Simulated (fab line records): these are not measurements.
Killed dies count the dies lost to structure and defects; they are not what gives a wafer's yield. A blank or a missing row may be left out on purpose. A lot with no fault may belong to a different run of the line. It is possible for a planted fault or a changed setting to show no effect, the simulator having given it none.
fab line records	flow n5-finfet	part 2 of 2: steps 22 to 34 of 34
[record] lots = 5	wafers = 15	last-day = 17
route steps=1938 shown BEOL_M3@933
lots with no fault: from the same line, run without faults
start-h: hours from the record's opening day to when the first of the lot's shown wafers began	wait-h: hours elapsed since this lot's preceding step	" identical to the entry in the row above	L1.1+2: a row that stands for several wafers	- either no value or no given start	* or withheld: withheld	< > ~ a bound
route shown NAME@n: names a module that has steps shown in the file, with the first one's number in the route	usual: mean/standard deviation taken from wafers without a fault	same: alike in all rows	chamber/n: place in a boat	sites: per-site readings	_std_site: standard deviation of those values	_edge_site: mean of outer sites minus mean of inner sites	radius-mm: how far each site lies from the wafer's centre	mask NAME#n: copy n	behind: the tool/chamber that last shaped the wafer	hold: why the lot went on hold/how many hours it stayed there/how the hold came to an end	device: names the non-switching transistor (n, p or np)	end of line: at the end of the route, the tests of the same wafers	a step given without rows: its recipe and nothing more	killed: the dies lost at the first sort to structure and to defects; this is not the yield of the wafer	map: a wafer's dies, x killed, . not, _ none there
set.NAME: the setting that was run; set.NAME@STEP: the one run at that earlier step	model.NAME: the simulator's own value behind a step, which no gauge read
a table for each step, a row for each wafer; lots at some steps of the route
services: from which hour (start-h, from the record's first day; less than 0 if before it) a tool's chamber was out of use, for how many hours, and why
[[steps]]
[step N5_BEOL_M3_HM_OPEN_17]
[recipe] chemistry = Cl2/BCl3	target-depth-a = 200	overetch-a = 60	target = TiN	mask-material = SOC	ion-energy-ev = 150	pressure-mtorr = 10	icp-w = 1000	bias-w = 126	Cl2_flow_sccm = 53.25	bcl3-flow-sccm = 21.75	Ar_flow_sccm = 25
[usual] bias-w = 126.0/0.42	drypump-motor-current-A = 5.46/0.26	oes-product-au = 0.70/0.073	throttle-valve-pct = 22.34/0.21
lot.wafer	tool	chamber	start-h	wait-h	bias-w	drypump-motor-current-A	oes-product-au	rf-hours-counter-h	throttle-valve-pct
L076.1	rie-metal-01	0	161.81	0.0	126.2	5.43	0.59	86	22.61
L076.3	"	1	"	"	126.1	5.34	0.73	-	21.88
L076.4	"	0	"	"	126.3	5.42	0.59	-	22.61
L078.1	rie-metal-01	0	167.41	0.0	126.1	5.45	0.59	86	22.61
L078.3	"	1	"	"	125.7	5.35	0.72	-	21.88
L078.5	"	0	"	"	126.1	5.47	0.59	-	22.61
L079.3	rie-metal-03	1	172.55	0.1	125.7	5.84	0.80	-	22.37
L079.5	"	1	"	"	126.1	5.85	0.80	-	22.38
L079.6	"	0	"	"	125.4	5.43	0.68	-	22.24
L085.2	rie-metal-03	1	218.71	0.0	126.3	5.85	0.78	7	22.38
L085.3	"	0	"	"	126.5	5.45	0.68	-	22.23
L085.6	"	0	"	"	127.0	5.47	0.68	-	22.23
L096.4	rie-metal-03	0	277.52	0.1	125.3	5.47	0.66	-	22.25
L096.5	"	1	"	"	125.7	5.86	0.75	-	22.40
L096.6	"	0	"	"	125.7	5.45	0.66	-	22.25
[step N5_BEOL_M3_STRIP_19]
[recipe] chemistry = O2	power-w = 400	temp-c = 40	pressure-mtorr = 30	rf-frequency-hz = 6e+07	bias-power-w = 0	overash-fraction = 0.2	o2-flow-sccm = 225
[usual] drypump-motor-current-A = 5.77/0.27	oes-product-au = 0.77/0.081	rf-vpp-V = 3.7/0.46	showerhead-plenum-p-Torr = 2.10/0.071	temp-c = 40.00/0.11	throttle-valve-pct = 16.74/0.2
[same] bias-power-w = 0
lot.wafer	tool	chamber	start-h	wait-h	drypump-motor-current-A	oes-product-au	rf-hours-counter-h	rf-vpp-V	showerhead-plenum-p-Torr	temp-c	throttle-valve-pct
L076.1	rie-diel-06	1	161.92	0.1	5.93	0.74	165	3.6	2.20	40.21	16.85
L076.3	"	3	"	"	5.77	0.92	33	4.4	2.15	40.14	16.81
L076.4	"	0	"	"	5.84	0.74	147	4.0	2.10	40.11	16.90
L078.1	rie-diel-03	0	167.68	0.2	5.37	0.72	196	4.0	2.06	39.92	16.70
L078.3	"	1	"	"	6.21	0.70	188	2.7	2.01	40.12	16.91
L078.5	"	2	"	"	5.50	0.96	-	3.0	2.25	40.07	16.55
L079.3	rie-diel-05	1	172.63	0.1	5.72	0.74	158	3.2	2.08	39.85	16.35
L079.5	"	0	"	"	5.85	0.77	-	4.1	2.02	39.98	16.93
L079.6	"	1	"	"	5.74	0.73	-	3.0	2.08	39.92	16.31
L085.2	rie-diel-05	3	218.82	0.1	6.10	0.89	24	2.8	2.22	39.88	16.70
L085.3	"	1	"	"	5.72	0.72	172	3.1	2.07	40.15	16.34
L085.6	"	3	"	"	6.15	0.89	-	3.7	2.22	39.92	16.70
L096.4	rie-diel-05	3	277.62	0.1	6.12	0.85	-	3.4	2.22	39.98	16.74
L096.5	"	1	"	"	5.73	0.70	-	3.2	2.07	39.87	16.39
L096.6	"	0	"	"	5.83	0.73	-	4.3	2.01	40.08	17.01
[step N5_BEOL_M3_CD_MEAS_18]
[recipe] pitch-nm = 36	target-cd-nm = 18
[usual] cd-nm = 17.9/0.37
lot.wafer	tool	chamber	start-h	wait-h	cd-nm
L076.1	cd-sem-01	-	161.99	0.0	17.6
L076.3	"	-	"	"	18.0
L076.4	"	-	"	"	17.1
L078.1	cd-sem-02	-	167.75	0.0	18.2
L078.3	"	-	"	"	18.1
L078.5	"	-	"	"	18.2
L079.3	cd-sem-02	-	172.70	0.1	17.6
L079.5	"	-	"	"	17.7
L079.6	"	-	"	"	18.3
L085.2	cd-sem-01	-	218.90	0.1	17.4
L085.3	"	-	"	"	18.0
L085.6	"	-	"	"	17.5
L096.4	cd-sem-03	-	277.67	0.0	18.1
L096.5	"	-	"	"	17.8
L096.6	"	-	"	"	18.1
[step N5_BEOL_M3_COAT_67]
[recipe] resist = SOC	temp-c = 250	time-s = 60	spin-rpm = 1500	resist-thk-nm = 60
lot.wafer	tool	chamber	start-h	wait-h
L076.1+3+4	litho-track-03	0	162.03	0.0
L078.1+3+5	litho-track-02	0	167.79	0.0
L079.3+5+6	litho-track-03	0	172.74	0.0
L085.2+3+6	litho-track-05	0	218.93	0.0
L096.4+5+6	litho-track-03	0	277.71	0.0
[step N5_BEOL_M3_COAT_68]
[recipe] resist = SiARC	temp-c = 220	time-s = 60	spin-rpm = 1500	resist-thk-nm = 12
lot.wafer	tool	chamber	start-h	wait-h
L076.1+3+4	litho-track-03	0	-	-
L078.1+3+5	litho-track-02	0	-	-
L079.3+5+6	litho-track-03	0	-	-
L085.2+3+6	litho-track-05	0	-	-
L096.4+5+6	litho-track-03	0	-	-
[step N5_BEOL_M3_COAT_76]
[recipe] resist = underlayer	temp-c = 205	time-s = 60	spin-rpm = 1500	resist-thk-nm = 5
lot.wafer	tool	chamber	start-h	wait-h
L076.1+3+4	litho-track-03	0	-	-
L078.1+3+5	litho-track-02	0	-	-
L079.3+5+6	litho-track-03	0	-	-
L085.2+3+6	litho-track-05	0	-	-
L096.4+5+6	litho-track-03	0	-	-
[step N5_BEOL_M3_COAT_22]
[recipe] resist = CAR-EUV	spin-rpm = 1500	resist-thk-nm = 30
lot.wafer	tool	chamber	start-h	wait-h
L076.1+3+4	litho-track-03	0	-	-
L078.1+3+5	litho-track-02	0	-	-
L079.3+5+6	litho-track-03	0	-	-
L085.2+3+6	litho-track-05	0	-	-
L096.4+5+6	litho-track-03	0	-	-
[step N5_BEOL_M3_EBR_24]
[recipe] solvent = PGMEA	ebr-width-mm = 1.5
lot.wafer	tool	chamber	start-h	wait-h
L076.1+3+4	litho-track-03	0	-	-
L078.1+3+5	litho-track-02	0	-	-
L079.3+5+6	litho-track-03	0	-	-
L085.2+3+6	litho-track-05	0	-	-
L096.4+5+6	litho-track-03	0	-	-
[step N5_BEOL_M3_SOFTBAKE_23]
[recipe] temp-c = 110	time-s = 60	resist = CAR-EUV
lot.wafer	tool	chamber	start-h	wait-h
L076.1+3+4	litho-track-03	0	-	-
L078.1+3+5	litho-track-02	0	-	-
L079.3+5+6	litho-track-03	0	-	-
L085.2+3+6	litho-track-05	0	-	-
L096.4+5+6	litho-track-03	0	-	-
[step N5_BEOL_M3_EXPOSE_25]
[recipe] mask-id = V2	na = 0.33	source-shape = quasar	sigma-inner = 0.2	sigma-outer = 0.8	polarization = unpolarized	defocus-nm = 5	dose-mj = 63
[same] dipole-opening-deg = 30	sigma-inner = 0.2
lot.wafer	tool	chamber	start-h	wait-h	mask
L076.1+3+4	euv-scanner-02	0	162.16	-	V2#0
L078.1+3+5	euv-scanner-01	0	168.05	-	V2#0
L079.3+5+6	euv-scanner-02	0	173.02	-	V2#0
L085.2+3+6	euv-scanner-02	0	219.08	-	V2#0
L096.4+5+6	euv-scanner-01	0	277.87	-	V2#0
[step N5_BEOL_M3_PEB_26]
[recipe] peb-temp-c = 100	peb-time-s = 60	resist = CAR-EUV
[same] peb-time-s = 60
lot.wafer	tool	chamber	start-h	wait-h
L076.1+3+4	litho-track-03	0	162.24	0.1
L078.1+3+5	litho-track-02	0	168.13	0.1
L079.3+5+6	litho-track-05	0	173.08	0.1
L085.2+3+6	litho-track-03	0	219.15	0.1
L096.4+5+6	litho-track-05	0	277.92	0.0
[step N5_BEOL_M3_DEVELOP_27]
[recipe] develop-time-s = 30	developer = TMAH	resist = CAR-EUV	rinse-liquid = surfactant-rinse	dry = air-spin	dev-temp-c = 23
lot.wafer	tool	chamber	start-h	wait-h
L076.1+3+4	litho-track-03	0	-	-
L078.1+3+5	litho-track-02	0	-	-
L079.3+5+6	litho-track-05	0	-	-
L085.2+3+6	litho-track-03	0	-	-
L096.4+5+6	litho-track-05	0	-	-
[step N5_BEOL_M3_CD_MEAS_28]
[recipe] target-cd-nm = 25.7	landing-energy-ev = 500	detector = se-inlens	target-cd-y-nm = 23.3	polarity = opening
[usual] cd-nm = 25.66/0.24
lot.wafer	tool	chamber	start-h	wait-h	cd-nm
L076.1	cd-sem-01	0	162.31	-	25.50
L076.3	"	0	"	"	25.78
L076.4	"	0	"	"	25.25
L078.1	cd-sem-01	0	168.20	-	25.58
L078.3	"	0	"	"	25.11
L078.5	"	0	"	"	25.74
L079.3	cd-sem-03	0	173.15	-	25.64
L079.5	"	0	"	"	24.92
L079.6	"	0	"	"	25.87
L085.2	cd-sem-03	0	219.21	-	26.01
L085.3	"	0	"	"	25.34
L085.6	"	0	"	"	25.74
L096.4	cd-sem-03	0	277.99	-	25.74
L096.5	"	0	"	"	25.54
L096.6	"	0	"	"	25.99
[[services]]
tool	chamber	start-h	hours	kind
rie-diel-05	2	147.57	7.4	repair
euv-scanner-01	-	168.89	1.0	pm
euv-scanner-02	-	175.33	1.0	pm
euv-scanner-02	0	176.67	-	calibration
pecvd-02	2	180.04	2.1	scheduled-down
euv-scanner-02	-	190.16	4.6	pm
pecvd-02	1	195.84	18.6	repair
euv-scanner-01	-	203.30	4.6	pm
pecvd-03	1	204.64	2.1	scheduled-down
rie-diel-03	2	214.25	38.8	repair
euv-scanner-01	-	217.70	30.9	repair
pecvd-04	2	226.18	5.5	scheduled-down
euv-scanner-02	-	245.52	1.0	pm
euv-scanner-02	-	246.53	5.8	pm
euv-scanner-01	0	253.38	-	calibration
pecvd-03	-	254.60	0.9	repair
euv-scanner-01	-	255.61	1.9	repair
pecvd-04	1	258.07	2.8	repair
rie-diel-06	0	270.40	9.1	repair
rie-diel-05	2	270.47	12.0	repair
rie-metal-03	-	272.56	2.8	pm
pecvd-04	-	277.54	5.4	repair
